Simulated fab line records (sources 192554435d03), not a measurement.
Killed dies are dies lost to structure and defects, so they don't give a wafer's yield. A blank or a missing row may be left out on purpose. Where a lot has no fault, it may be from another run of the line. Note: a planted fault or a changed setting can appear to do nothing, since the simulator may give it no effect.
Comparing a struck lot with a sound one | flow n5-finfet | 26 steps out of a route of 1938
Sound: wafers L263.2, L263.3, L263.4. Wafers L276.4, L276.5, L276.6 were the ones struck. The cause is named last.
Each step with rows lists, per side, the tool, then ch with its chambers, then its first start. Under that, the readings that differ: sound wafers | struck wafers | difference of the means | sigmas: that difference in standard deviations of wafers without a fault.
alike: words and numbers the same on both sides, and readings whose means are apart by under 2 such deviations; not compared: readings that were withheld, readings missing a value for some wafer, numbers with overlapping values and no deviation given by the record, and bounds like >300 which may hide the same value.
Wherever a step has rows on one side only, a row that says differs or no value, or a row with sigmas, the two part there. When numbers do not overlap yet have no deviation, they are printed without sigmas and do not part them. A reading missing from all wafers of one side parts the sides only when that side holds two or more wafers.

N5_BEOL_M14_OVL_MEAS_11:
  sound on overlay-02 ch 0, day 12 12:50; struck on overlay-01 ch 0, day 16 12:28
  alike: V13_OVL
N5_BEOL_M14_INSPECT_12: inspects for defects (macro).
  struck on defect-inspect-01, day 16 12:29; sound on defect-inspect-01, day 12 12:52
  alike: raw-defect-count
N5_BEOL_M14_DESCUM_15: chemistry O2, time 7.9 s.
  sound on rie-diel-06 ch 0,2,3, day 12 13:14; struck on rie-diel-04 ch 1,2, day 16 12:31
  reading                     | sound             | struck            | difference | sigmas
  drypump-motor-current-A (A) | 5.7 5.8 6.1       | 5.1 5.1 4.8       | -0.9       | -2
  throttle-valve-pct (%)      | 20.03 20.42 19.99 | 20.59 20.60 20.53 | +0.43      | +2
  alike: bias-power-w, oes-product-au, rf-vpp-V, showerhead-plenum-p-Torr
  not compared: rf-hours-counter-h
N5_BEOL_M14_ETCH_59: etches BARC in N2/H2, target depth 89 nm, overetch 26.7 nm, time 67.9 s.
  sound on rie-diel-06 ch 0,2,3, day 12 13:17; struck on rie-diel-04 ch 1,2, day 16 12:33
  reading                     | sound       | struck      | difference | sigmas
  drypump-motor-current-A (A) | 5.7 5.8 6.1 | 5.1 5.1 4.8 | -0.9       | -2
  alike: oes-product-au, rf-vpp-V, showerhead-plenum-p-Torr, throttle-valve-pct
  not compared: rf-hours-counter-h
N5_BEOL_M14_VIA_ETCH_16: etches SiO2 in C4F8/O2/Ar, target depth 1231.3 nm.
  sound on rie-diel-06 ch 0,2,3, day 12 13:20; struck on rie-diel-04 ch 1,2, day 16 12:36
  reading                     | sound       | struck      | difference | sigmas
  drypump-motor-current-A (A) | 5.7 5.8 6.1 | 5.1 5.1 4.8 | -0.9       | -2
  alike: he-outer-torr, oes-product-au, rf-vpp-V, showerhead-plenum-p-Torr, throttle-valve-pct
then, 1 step without rows for these wafers: N5_BEOL_M14_STRIP_63 (strips in O2).
N5_BEOL_M14_STRIP_64: strips in O2.
  sound: rie-diel-06 ch 0,2,3; struck: rie-diel-04 ch 1,2
  reading                     | sound       | struck      | difference | sigmas
  drypump-motor-current-A (A) | 5.7 5.8 6.1 | 5.1 5.1 4.8 | -0.9       | -2
  alike: oes-product-au, rf-vpp-V, showerhead-plenum-p-Torr, throttle-valve-pct
  not compared: rf-hours-counter-h
then, 2 steps without rows for these wafers: N5_BEOL_M14_STRIP_71 (strips in post etch residue remover, time 60 s); N5_BEOL_M14_SRD_72 (time 30 s, dry time 30 s).
N5_BEOL_M14_CD_MEAS_17 targets a cd of 250 nm.
  struck on cd-sem-01, day 16 12:58; sound on cd-sem-02, day 12 13:41
  alike: cd-nm
then, 2 steps without rows for these wafers: N5_BEOL_M14_COAT_65 (time 60 s, resist thk 450 nm); N5_BEOL_M14_COAT_66 (time 60 s, resist thk 110 nm).
N5_BEOL_M14_COAT_22: resist thk 300 nm.
  sound on litho-track-03 ch 0, day 12 13:43; struck on litho-track-03 ch 0, day 16 13:00
  reading                                    | sound                | struck               | difference | sigmas
  spin-speed-rpm (rpm)                       | 2888.8 2884.8 2888.3 | 2286.5 2288.6 2290.7 | -598.7     | -99 or more
  model.coat_of_BEOL_M14_COAT_22.thk-nm (nm) | 300.2 300.6 301.6    | 337.6 337.2 336.8    | +36.4      |
  alike: chill-plate-temp-C
then, 6 steps without rows for these wafers: N5_BEOL_M14_EBR_24; N5_BEOL_M14_SOFTBAKE_23 (time 60 s); N5_BEOL_M14_EXPOSE_25 (exposes mask M14, target cd 280 nm); N5_BEOL_M14_PEB_26 (peb time 90 s); N5_BEOL_M14_DEVELOP_27 (develop time 45 s); N5_BEOL_M14_HARDBAKE_32 (time 120 s).
N5_BEOL_M14_CD_MEAS_28 targets a cd of 284.4 nm.
  sound on cd-sem-01 ch 0, day 12 14:00; struck on cd-sem-01 ch 0, day 16 13:17
  alike: cd-nm
N5_BEOL_M14_OVL_MEAS_29:
  sound on overlay-01 ch 0, day 12 14:02; struck on overlay-01 ch 0, day 16 13:19
  alike: M14_OVL
N5_BEOL_M14_INSPECT_30: inspects for defects (macro).
  struck on defect-inspect-01, day 16 13:20; sound on defect-inspect-01, day 12 14:04
  alike: raw-defect-count
N5_BEOL_M14_DESCUM_33: chemistry O2, time 7.9 s.
  sound on rie-diel-05 ch 1,2,3, day 12 14:05; struck on rie-diel-06 ch 0,3, day 16 13:22
  reading                         | sound          | struck         | difference | sigmas
  showerhead-plenum-p-Torr (Torr) | 2.14 2.22 2.21 | 2.02 2.02 2.04 | -0.16      | -3
  alike: bias-power-w, drypump-motor-current-A, oes-product-au, rf-vpp-V, throttle-valve-pct
  not compared: rf-hours-counter-h
N5_BEOL_M14_ETCH_67: etches SiARC in CF4, target depth 143 nm, time 238.3 s.
  sound on rie-diel-05 ch 1,2,3, day 12 14:08; struck on rie-diel-06 ch 0,3, day 16 13:24
  reading                                    | sound             | struck          | difference | sigmas
  showerhead-plenum-p-Torr (Torr)            | 2.19 2.26 2.25    | 2.12 2.12 2.13  | -0.11      | -2
  model.coat_of_BEOL_M14_COAT_22.thk-nm (nm) | 211.4 211.2 212.6 | 248.8 248.2 248 | +36.6      |
  alike: drypump-motor-current-A, etch-rf-on-time-s, oes-product-au, rf-vpp-V, throttle-valve-pct
  not compared: rf-hours-counter-h
then, 1 step without rows for these wafers: N5_BEOL_M14_ETCH_68 (etches SOC in N2/H2, time 450 s).
N5_PASSIVATION_PROBE_49:
  struck on prober-02, day 17 16:22; sound on prober-02, day 13 12:36
  reading            | sound    | struck   | difference | sigmas
  killed_at_M0_to_M3 | 20 18 18 | 63 47 53 | +36        | +3
  alike: defect-limited-yield, killed_at_M4_up, killed-at-contacts, killed-at-front-end, killed-at-other, killed-dies, killed-open, killed-short, sort_bin_4_leakage, sort_bin_5_function, sort_bin_6_memory, sort-n-pass, sort-yield-pct

== WHERE THEY PART ==
Earliest at N5_BEOL_M14_DESCUM_15; latest, in this record, at N5_PASSIVATION_PROBE_49.

WHY: whatever the simulator had introduced
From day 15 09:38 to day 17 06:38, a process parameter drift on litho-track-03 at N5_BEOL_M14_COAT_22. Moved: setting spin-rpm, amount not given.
